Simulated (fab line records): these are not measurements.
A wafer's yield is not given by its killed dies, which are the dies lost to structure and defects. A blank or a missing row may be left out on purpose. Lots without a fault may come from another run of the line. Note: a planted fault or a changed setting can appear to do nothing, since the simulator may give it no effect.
Matching of chambers + flow n5 finfet + N5_BEOL_M10_STRIP_36 on rie diel-04: 4 sister chambers
The step strips in N2/H2. 8 wafers are shown with their chamber, then 9 later ones without.

## WAFERS PAIRED WITH THEIR CHAMBERS
| wafer  | chamber | showerhead plenum p Torr (Torr) | throttle valve pct (%) |
|--------|---------|---------------------------------|------------------------|
| L084.5 | 2       | 2.47                            | 23.14                  |
| L085.2 | 1       | 2.51                            | 23.79                  |
| L089.1 | 3       | 2.69                            | 23.69                  |
| L089.2 | 0       | 2.59                            | 23.51                  |
| L089.3 | 2       | 2.46                            | 23.16                  |
| L090.2 | 3       | 2.69                            | 23.72                  |
| L090.3 | 0       | 2.59                            | 23.49                  |
| L090.4 | 1       | 2.51                            | 23.75                  |

## WAFERS WITHOUT THEIR CHAMBER
| wafer  | showerhead plenum p Torr (Torr) | throttle valve pct (%) |
|--------|---------------------------------|------------------------|
| L093.1 | 2.69                            | 23.75                  |
| L093.2 | 2.46                            | 23.19                  |
| L093.5 | 2.69                            | 23.73                  |
| L092.2 | 2.69                            | 23.71                  |
| L092.4 | 2.46                            | 23.20                  |
| L092.6 | 2.69                            | 23.73                  |
| L094.2 | 2.51                            | 23.79                  |
| L094.3 | 2.59                            | 23.52                  |
| L094.4 | 2.46                            | 23.16                  |

## THE CHAMBER EACH PASSED THROUGH
| wafer  | from the rows above | in truth |
|--------|---------------------|----------|
| L093.1 | 3                   | 3        |
| L093.2 | 2                   | 2        |
| L093.5 | 3                   | 3        |
| L092.2 | 3                   | 3        |
| L092.4 | 2                   | 2        |
| L092.6 | 3                   | 3        |
| L094.2 | 1                   | 1        |
| L094.3 | 0                   | 0        |
| L094.4 | 2                   | 2        |
Correctly placed: 9 of 9. Not placeable from these rows: 0. Wrongly placed: 0.
How it was worked out, from the rows above alone: a wafer's distance from a chamber is the root of the sum, over the readings, of the square of ((its reading less the chamber's mean) divided by the reading's scatter). The wafer belongs to the nearest chamber; if the next one is less than 2 further off, it can't be placed. The mean given for a chamber averages the wafers shown for that chamber. The scatter: the root of (the sum of the squares of (reading less its chamber's mean) over the shown wafers, divided by (wafers less chambers)).
